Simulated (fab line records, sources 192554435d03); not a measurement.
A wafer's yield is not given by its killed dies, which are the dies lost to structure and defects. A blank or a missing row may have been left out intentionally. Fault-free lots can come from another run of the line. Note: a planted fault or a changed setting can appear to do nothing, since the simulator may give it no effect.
Matching of chambers | flow n5-finfet | rie-diel-04 running N5_BEOL_M12_ETCH_38: 4 sister chambers
The step etches SiCN in CF4/N2, target depth 68.7 nm, time 73.4 s. 14 wafers are shown with their chamber, then 7 later ones without.

== WAFERS, EACH WITH ITS CHAMBER ==
wafer  | chamber | showerhead-plenum-p-Torr (Torr) | throttle-valve-pct (%) | oes-product-au (a.u.)
L079.1 | 3       | 2.12                            | 15.62                  | 0.72
L079.2 | 2       | 2.33                            | 15.23                  | 0.84
L079.6 | 0       | 2.35                            | 15.49                  | 0.85
L080.1 | 3       | 2.12                            | 15.65                  | 0.72
L080.2 | 0       | 2.35                            | 15.48                  | 0.85
L080.4 | 1       | 2.14                            | 15.24                  | 0.90
L083.1 | 2       | 2.33                            | 15.21                  | 0.84
L083.2 | 0       | 2.35                            | 15.48                  | 0.84
L083.5 | 3       | 2.11                            | 15.64                  | 0.71
L084.2 | 2       | 2.32                            | 15.24                  | 0.84
L084.4 | 1       | 2.14                            | 15.26                  | 0.88
L084.5 | 0       | 2.34                            | 15.50                  | 0.83
L086.1 | 0       | 2.34                            | 15.51                  | 0.82
L086.4 | 1       | 2.14                            | 15.26                  | 0.88

SIGNATURES (averages over the wafers above)
reading                  | chamber 0 | chamber 1 | chamber 2 | chamber 3 | scatter within a chamber
showerhead-plenum-p-Torr | 2.3460    | 2.1400    | 2.3267    | 2.1167    | 0.00503
throttle-valve-pct       | 15.4920   | 15.2533   | 15.2267   | 15.6367   | 0.0137
oes-product-au           | 0.8380    | 0.8867    | 0.8400    | 0.7167    | 0.0101
Rule: for a wafer and a chamber, the distance is found by dividing, reading by reading, the gap between the wafer's reading and the chamber's mean by the reading's scatter, squaring, summing and taking the root. If the next closest chamber is less than 2 further off than the closest, the wafer can't be placed; otherwise it belongs to the closest. The scatter: the root of (the sum of the squares of (reading less its chamber's mean) over the shown wafers, divided by (wafers less chambers)).

== WAFERS WITH NO CHAMBER GIVEN ==
wafer  | showerhead-plenum-p-Torr (Torr) | throttle-valve-pct (%) | oes-product-au (a.u.)
L086.5 | 2.11                            | 15.65                  | 0.70
L088.1 | 2.11                            | 15.69                  | 0.70
L088.3 | 2.14                            | 15.28                  | 0.85
L088.6 | 2.11                            | 15.68                  | 0.70
L094.2 | 2.34                            | 15.54                  | 0.81
L094.4 | 2.32                            | 15.27                  | 0.81
L094.6 | 2.10                            | 15.69                  | 0.70

== THE CHAMBER EACH PASSED THROUGH ==
wafer  | from the rows above | in truth
L086.5 | 3                   | 3
L088.1 | 3                   | 3
L088.3 | 1                   | 1
L088.6 | 3                   | 3
L094.2 | 0                   | 0
L094.4 | 2                   | 2
L094.6 | 3                   | 3
Placed correctly: 7 of 7. Can't be placed from these rows: 0. 0 placed wrongly.
